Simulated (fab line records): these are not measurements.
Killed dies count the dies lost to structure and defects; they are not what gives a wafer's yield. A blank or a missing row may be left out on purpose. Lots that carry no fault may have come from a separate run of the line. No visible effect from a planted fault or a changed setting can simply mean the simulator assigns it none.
The tool behind it: which one? -- flow n5Finfet -- Sampling: 24 lots, 72 wafers, 5 of 1938 route steps

WHAT THE GAUGES SHOWED, per wafer
N5_BEOL_M1_INSPECT_59: inspects for defects (darkfield).
lot,measured,on,rawDefectCount
L075,day 7 04:47,defectInspect-02,63 85 53
L074,day 7 04:52,defectInspect-01,67 63 98
L076,day 7 06:52,defectInspect-01,68 70 105
L078,day 7 10:17,defectInspect-02,91 106 83
L077,day 7 12:07,defectInspect-02,74 75 91
L080,day 8 01:42,defectInspect-02,67 80 86
L079,day 8 04:25,defectInspect-02,53 26 45
L081,day 9 00:17,defectInspect-01,50 33 52
L082,day 9 02:27,defectInspect-02,50 53 60
L083,day 9 07:53,defectInspect-01,64 74 69
L084,day 9 21:25,defectInspect-02,113 101 90
L085,day 10 04:32,defectInspect-01,34 72 57
L087,day 10 13:57,defectInspect-01,122 76 54
L086,day 10 17:00,defectInspect-02,81 71 75
L089,day 10 20:13,defectInspect-01,58 48 91
L090,day 10 20:17,defectInspect-02,51 59 45
L088,day 10 22:03,defectInspect-01,42 66 53
L092,day 11 02:06,defectInspect-01,106 85 96
L091,day 11 06:57,defectInspect-01,95 103 97
L093,day 11 09:53,defectInspect-02,65 114 65
L094,day 11 10:05,defectInspect-02,59 48 63
L095,day 11 19:22,defectInspect-01,99 85 65
L096,day 12 14:04,defectInspect-02,110 92 95
L097,day 12 15:55,defectInspect-02,109 86 90

WHICH TOOL RAN EACH LOT (tool, then ch and the chambers of the sampled wafers, then the start)
lot,N5_BEOL_M1_ETCH_41,N5_BEOL_M1_SURFACE_TREAT_85,N5_BEOL_M1_SPUTTER_86,N5_BEOL_M1_ANNEAL_91
L075,"rieDiel-02 ch 1,2,3, day 7 01:36 or earlier","pvdSputter-01, day 7 01:36","pvdSputter-01, day 7 02:37","pvdSputter-01, day 7 03:08"
L074,"rieDiel-06 ch 0,1, day 7 01:44 or earlier","pvdSputter-02, day 7 01:44","pvdSputter-02, day 7 02:42","pvdSputter-02, day 7 03:13"
L076,"rieDiel-02 ch 1,2,3, day 7 03:48 or earlier","pvdSputter-01, day 7 03:48","pvdSputter-02, day 7 04:42","pvdSputter-02, day 7 05:13"
L078,"rieDiel-04 ch 1,2, day 7 07:07 or earlier","pvdSputter-02, day 7 07:07","pvdSputter-03, day 7 08:05","pvdSputter-03, day 7 08:37"
L077,"rieDiel-06 ch 0,2,3, day 7 07:33 or earlier","pvdSputter-02, day 7 07:33","pvdSputter-03, day 7 09:56","pvdSputter-03, day 7 10:27"
L080,"rieDiel-04 ch 0,2, day 7 22:10 or earlier","pvdSputter-02, day 7 22:10","pvdSputter-02, day 7 23:03","pvdSputter-02, day 7 23:34"
L079,"rieDiel-04 ch 1,2, day 8 01:22 or earlier","pvdSputter-03, day 8 01:22","pvdSputter-03, day 8 02:15","pvdSputter-03, day 8 02:46"
L081,"rieDiel-06 ch 0,1,3, day 8 21:14 or earlier","pvdSputter-03, day 8 21:14","pvdSputter-02, day 8 22:07","pvdSputter-02, day 8 22:38"
L082,"rieDiel-04 ch 0,2,3, day 8 23:18 or earlier","pvdSputter-02, day 8 23:18","pvdSputter-02, day 9 00:17","pvdSputter-02, day 9 00:48"
L083,"rieDiel-04 ch 0,1, day 9 04:50 or earlier","pvdSputter-02, day 9 04:50","pvdSputter-02, day 9 05:43","pvdSputter-02, day 9 06:14"
L084,"rieDiel-02 ch 0,2,3, day 9 18:17 or earlier","pvdSputter-02, day 9 18:17","pvdSputter-03, day 9 19:10","pvdSputter-03, day 9 19:41"
L085,"rieDiel-04 ch 0,1,2, day 10 01:28 or earlier","pvdSputter-03, day 10 01:28","pvdSputter-03, day 10 02:20","pvdSputter-03, day 10 02:52"
L087,"rieDiel-04 ch 0,1,3, day 10 10:46 or earlier","pvdSputter-03, day 10 10:46","pvdSputter-02, day 10 11:45","pvdSputter-02, day 10 12:16"
L086,"rieDiel-02 ch 2,3, day 10 13:56 or earlier","pvdSputter-03, day 10 13:56","pvdSputter-02, day 10 14:49","pvdSputter-02, day 10 15:20"
L089,"rieDiel-02 ch 1,2,3, day 10 17:09 or earlier","pvdSputter-03, day 10 17:09","pvdSputter-02, day 10 18:02","pvdSputter-02, day 10 18:33"
L090,"rieDiel-04 ch 1,2,3, day 10 17:14 or earlier","pvdSputter-03, day 10 17:14","pvdSputter-03, day 10 18:07","pvdSputter-03, day 10 18:38"
L088,"rieDiel-06 ch 0,1, day 10 17:19 or earlier","pvdSputter-03, day 10 17:19","pvdSputter-02, day 10 19:52","pvdSputter-02, day 10 20:23"
L092,"rieDiel-02 ch 0,1,3, day 10 22:57 or earlier","pvdSputter-02, day 10 22:57","pvdSputter-03, day 10 23:56","pvdSputter-03, day 11 00:27"
L091,"rieDiel-02 ch 0,1,3, day 11 03:53 or earlier","pvdSputter-02, day 11 03:53","pvdSputter-03, day 11 04:46","pvdSputter-03, day 11 05:17"
L093,"rieDiel-02 ch 0,3, day 11 06:49 or earlier","pvdSputter-02, day 11 06:49","pvdSputter-02, day 11 07:43","pvdSputter-02, day 11 08:14"
L094,"rieDiel-06 ch 0,2,3, day 11 06:54 or earlier","pvdSputter-03, day 11 06:54","pvdSputter-03, day 11 07:54","pvdSputter-03, day 11 08:25"
L095,"rieDiel-06 ch 0,1, day 11 16:19 or earlier","pvdSputter-02, day 11 16:19","pvdSputter-03, day 11 17:11","pvdSputter-03, day 11 17:43"
L096,"rieDiel-04 ch 0,2, day 12 09:11 or earlier","pvdSputter-03, day 12 09:11","pvdSputter-02, day 12 11:33","pvdSputter-02, day 12 12:04"
L097,"rieDiel-04 ch 0,2,3, day 12 12:44 or earlier","pvdSputter-02, day 12 12:44","pvdSputter-02, day 12 13:45","pvdSputter-02, day 12 14:16"
- N5_BEOL_M1_ETCH_41: etches SiCN in CH3F/O2, target depth 31.9 nm, time 57.8 s.
- N5_BEOL_M1_SURFACE_TREAT_85
- N5_BEOL_M1_SPUTTER_86: material Cu, target thk 4.5 nm, time 8.29 s.
- N5_BEOL_M1_ANNEAL_91: time 240 s.

WHAT THE TOOLS THEMSELVES READ (means of the sampled wafers that have a number; where no wafer has one, the mark that the record gives instead)
N5_BEOL_M1_ETCH_41.
lot,tool,drypumpMotorCurrentA (A),oesProductAu (a.u.),rfVppV (V),showerheadPlenumPTorr (Torr),throttleValvePct (%)
L075,rieDiel-02,5.7,0.72,296.5,1.95,16.28
L074,rieDiel-06,5.1,0.85,295.5,1.95,16.13
L076,rieDiel-02,5.7,0.72,296.6,1.95,16.29
L078,rieDiel-04,5.9,0.72,296.2,1.97,16.52
L077,rieDiel-06,5.2,0.78,297.9,1.98,16.36
L080,rieDiel-04,5.4,0.81,298.1,2.06,16.31
L079,rieDiel-04,5.9,0.71,296.6,1.97,16.52
L081,rieDiel-06,5.3,0.78,295.8,1.93,16.37
L082,rieDiel-04,5.5,0.79,297.3,2.01,16.31
L083,rieDiel-04,6.1,0.78,296.3,1.93,16.39
L084,rieDiel-02,5.5,0.79,297.8,1.99,16.34
L085,rieDiel-04,5.7,0.77,297.0,1.99,16.38
L087,rieDiel-04,5.9,0.76,295.9,1.94,16.37
L086,rieDiel-02,5.6,0.70,297.7,1.96,16.50
L089,rieDiel-02,5.7,0.70,296.2,1.94,16.34
L090,rieDiel-04,5.7,0.68,296.4,1.98,16.53
L088,rieDiel-06,5.4,0.77,296.2,1.93,16.26
L092,rieDiel-02,5.7,0.77,296.6,1.97,16.26
L091,rieDiel-02,5.7,0.77,296.0,1.96,16.27
L093,rieDiel-02,5.5,0.85,297.6,2.01,16.27
L094,rieDiel-06,5.2,0.76,296.9,1.98,16.39
L095,rieDiel-06,5.4,0.77,297.1,1.93,16.26
L096,rieDiel-04,5.6,0.84,297.1,2.00,16.22
L097,rieDiel-04,5.6,0.75,296.9,2.00,16.37

N5_BEOL_M1_SPUTTER_86.
lot,tool,chamberPressurePa (Pa),throttleValvePct (%)
L075,pvdSputter-01,0.07005,30.4
L074,pvdSputter-02,0.06996,30.5
L076,pvdSputter-02,0.07006,30.4
L078,pvdSputter-03,0.07008,29.6
L077,pvdSputter-03,0.07001,29.7
L080,pvdSputter-02,0.06995,29.8
L079,pvdSputter-03,0.07013,30.0
L081,pvdSputter-02,0.06992,30.2
L082,pvdSputter-02,0.07001,30.2
L083,pvdSputter-02,0.06991,30.0
L084,pvdSputter-03,0.06996,30.3
L085,pvdSputter-03,0.07000,30.7
L087,pvdSputter-02,0.07002,29.6
L086,pvdSputter-02,0.07011,30.9
L089,pvdSputter-02,0.07011,30.1
L090,pvdSputter-03,0.07000,29.6
L088,pvdSputter-02,0.07001,30.2
L092,pvdSputter-03,0.07008,30.3
L091,pvdSputter-03,0.06996,30.2
L093,pvdSputter-02,0.06997,30.0
L094,pvdSputter-03,0.06997,30.2
L095,pvdSputter-03,0.07011,30.2
L096,pvdSputter-02,0.07001,30.3
L097,pvdSputter-02,0.06997,31.0

N5_BEOL_M1_ANNEAL_91.
lot,tool,heaterPowerW (W)
L075,pvdSputter-01,831
L074,pvdSputter-02,782
L076,pvdSputter-02,768
L078,pvdSputter-03,878
L077,pvdSputter-03,846
L080,pvdSputter-02,753
L079,pvdSputter-03,816
L081,pvdSputter-02,798
L082,pvdSputter-02,781
L083,pvdSputter-02,776
L084,pvdSputter-03,776
L085,pvdSputter-03,752
L087,pvdSputter-02,746
L086,pvdSputter-02,790
L089,pvdSputter-02,772
L090,pvdSputter-03,910
L088,pvdSputter-02,783
L092,pvdSputter-03,773
L091,pvdSputter-03,790
L093,pvdSputter-02,771
L094,pvdSputter-03,775
L095,pvdSputter-03,815
L096,pvdSputter-02,772
L097,pvdSputter-02,794

THE ANSWER, worked out from the rows above alone
Rule: the lots themselves supply what counts as usual. Put in order of their means at a reading, lots are off if they are a third of the lots or fewer, leave a main group of 4 or more, and stand apart from it by a gap of 3 or more times the standard deviation of the main group's means; of several such gaps the widest counts. If all means in a main group match to the digits the tables above print for the reading, that group is not used. A lot without any number at a reading at which 4 lots or more have one is off too. Any other lot the step has rows for is counted as sound. The gauges are gone through in route order, then the tools' own readings, and for those a lot's mean is taken as printed above. The first step at which some lot is off is used, and at that step the reading that is off furthest; a lot without a number counts as furthest.
No lot is off at any reading shown: from this, nothing can be told.

WHAT THE SIMULATOR HAD PUT IN
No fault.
